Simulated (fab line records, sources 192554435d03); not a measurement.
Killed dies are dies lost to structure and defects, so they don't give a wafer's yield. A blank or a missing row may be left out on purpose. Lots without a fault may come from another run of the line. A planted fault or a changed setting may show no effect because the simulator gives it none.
Tool commonality check | flow n5_finfet | 8 lots, 24 wafers sampled

WHY IT WAS OPENED
At N5_BEOL_M0_OCD_MEAS_108 the reading trench_depth_nm is flagged on 2 of 8 lots. Wafers without a fault read 32.9 nm, standard deviation 0.71.
Rule: a lot is flagged when every wafer of it that has a number lies more than 4 standard deviations from that mean, or none has a number. The other lots count as sound.

lot  | measured     | on     | trench_depth_nm (nm), wafer by wafer | flag
L218 | day 6 06:23  | ocd-02 | 32.6 32.1 33.3                       |
L223 | day 7 12:23  | ocd-01 | 0 0 0                                | FLAGGED
L224 | day 7 17:43  | ocd-02 | 0 0.0 0.1                            | FLAGGED
L234 | day 10 08:33 | ocd-02 | 33.1 32.6 31.0                       |
L235 | day 10 10:08 | ocd-02 | 31.5 33.0 32.5                       |
L236 | day 10 21:35 | ocd-02 | 33.2 33.5 33.5                       |
L237 | day 11 03:45 | ocd-02 | 33.8 33.4 32.8                       |
L238 | day 11 12:38 | ocd-02 | 32.5 31.7 32.4                       |
The numbers of the flagged lots are 0.0 nm on average: -32.9 nm against the usual, or -46 standard deviations.

WHICH TOOL RAN EACH LOT
The record holds 4 process steps before the reading, out of a route of 1938 steps. In each cell: the tool, then ch and the chambers that the sampled wafers went through, then the start.
lot  | flag    | N5_BEOL_M0_CUTY_DESCUM_61          | N5_BEOL_M0_ETCH_138                | N5_BEOL_M0_HM_OPEN_105            | N5_BEOL_M0_ETCH_128
L218 |         | rie_diel-05 ch 2,3, day 6 04:56    | rie_diel-05 ch 2,3, day 6 05:08    | rie_metal-03 ch 0, day 6 05:51    | rie_diel-06 ch 0,1,2, day 6 06:14
L223 | FLAGGED | rie_diel-05 ch 0,1,3, day 7 11:24  | rie_diel-05 ch 0,1,3, day 7 11:37  | rie_metal-01 ch 0,1, day 7 11:42  | rie_diel-05 ch 1,2,3, day 7 12:15
L224 | FLAGGED | rie_diel-05 ch 0,1,2, day 7 14:58  | rie_diel-05 ch 0,1,2, day 7 15:11  | rie_metal-01 ch 0,1, day 7 17:19  | rie_diel-04 ch 0,1, day 7 17:34
L234 |         | rie_diel-05 ch 0,2,3, day 10 07:40 | rie_diel-05 ch 0,2,3, day 10 07:52 | rie_metal-01 ch 0,1, day 10 08:05 | rie_diel-04 ch 1,2, day 10 08:24
L235 |         | rie_diel-05 ch 0,3, day 10 08:48   | rie_diel-05 ch 0,3, day 10 09:00   | rie_metal-03 ch 0,1, day 10 09:27 | rie_diel-04 ch 1,2, day 10 09:59
L236 |         | rie_diel-05 ch 0,1, day 10 19:17   | rie_diel-05 ch 0,1, day 10 19:30   | rie_metal-03 ch 0,1, day 10 21:07 | rie_diel-06 ch 1,2, day 10 21:26
L237 |         | rie_diel-04 ch 1,2,3, day 11 00:07 | rie_diel-04 ch 1,2,3, day 11 00:19 | rie_metal-03 ch 0,1, day 11 03:07 | rie_diel-04 ch 0,1,3, day 11 03:36
L238 |         | rie_diel-05 ch 1,2,3, day 11 06:50 | rie_diel-05 ch 1,2,3, day 11 07:02 | rie_metal-02 ch 0,1, day 11 11:30 | rie_diel-06 ch 1,3, day 11 12:29
What these steps do:
- N5_BEOL_M0_CUTY_DESCUM_61: chemistry O2, time 7.9 s.
- N5_BEOL_M0_ETCH_138: etches SiCN in CH3F/O2, target depth 12 nm, time 31.6 s.
- N5_BEOL_M0_HM_OPEN_105: chemistry Cl2/BCl3, target TiN, target depth 12 nm.
- N5_BEOL_M0_ETCH_128: etches SiCN in CF4/N2, target depth 12 nm, overetch 5.1 nm, time 21.4 s.
- N5_BEOL_M0_OCD_MEAS_108

FLAGGED OVER TOTAL, TOOL BY TOOL (the gauges that took the reading come last)
step                      | tool         | lots run | flagged | share of the flagged lots | sound lots run after its first flagged lot
N5_BEOL_M0_CUTY_DESCUM_61 | rie_diel-04  | 1        | 0       | none                      | -
N5_BEOL_M0_CUTY_DESCUM_61 | rie_diel-05  | 7        | 2       | all                       | 4 (L234,L235,L236,L238)
N5_BEOL_M0_ETCH_138       | rie_diel-04  | 1        | 0       | none                      | -
N5_BEOL_M0_ETCH_138       | rie_diel-05  | 7        | 2       | all                       | 4 (L234,L235,L236,L238)
N5_BEOL_M0_HM_OPEN_105    | rie_metal-01 | 3        | 2       | all                       | 1 (L234)
N5_BEOL_M0_HM_OPEN_105    | rie_metal-02 | 1        | 0       | none                      | -
N5_BEOL_M0_HM_OPEN_105    | rie_metal-03 | 4        | 0       | none                      | -
N5_BEOL_M0_ETCH_128       | rie_diel-04  | 4        | 1       | some                      | 3 (L234,L235,L237)
N5_BEOL_M0_ETCH_128       | rie_diel-05  | 1        | 1       | some                      | 0
N5_BEOL_M0_ETCH_128       | rie_diel-06  | 3        | 0       | none                      | -
N5_BEOL_M0_OCD_MEAS_108   | ocd-01       | 1        | 1       | some                      | 0
N5_BEOL_M0_OCD_MEAS_108   | ocd-02       | 7        | 1       | some                      | 5 (L234,L235,L236,L237,L238)

WHAT THE TABLE ALLOWS
3 rows of the table ran every flagged lot: rie_diel-05 at N5_BEOL_M0_CUTY_DESCUM_61, rie_diel-05 at N5_BEOL_M0_ETCH_138, rie_metal-01 at N5_BEOL_M0_HM_OPEN_105.
- rie_diel-05 at N5_BEOL_M0_CUTY_DESCUM_61: 2 of its 7 lots flagged. Sound lots ran on it after the first flagged one (L234, L235, L236, L238), which a lasting fault on the whole tool wouldn't allow.
- rie_diel-05 at N5_BEOL_M0_ETCH_138: 2 of its 7 lots flagged. Sound lots ran on it after the first flagged one (L234, L235, L236, L238), which a lasting fault on the whole tool wouldn't allow. On the flagged lots its readings are blank where sound lots have values: CH3F_flow_sccm, O2_flow_sccm, drypump_motor_current_A, etch_rf_on_time_s and 4 more.
- rie_metal-01 at N5_BEOL_M0_HM_OPEN_105: 2 of its 3 lots flagged. Sound lots ran on it after the first flagged one (L234), which a lasting fault on the whole tool wouldn't allow.
No row of the table ran every flagged lot and no sound lot after the first.

WHAT THE SIMULATOR HAD PUT IN
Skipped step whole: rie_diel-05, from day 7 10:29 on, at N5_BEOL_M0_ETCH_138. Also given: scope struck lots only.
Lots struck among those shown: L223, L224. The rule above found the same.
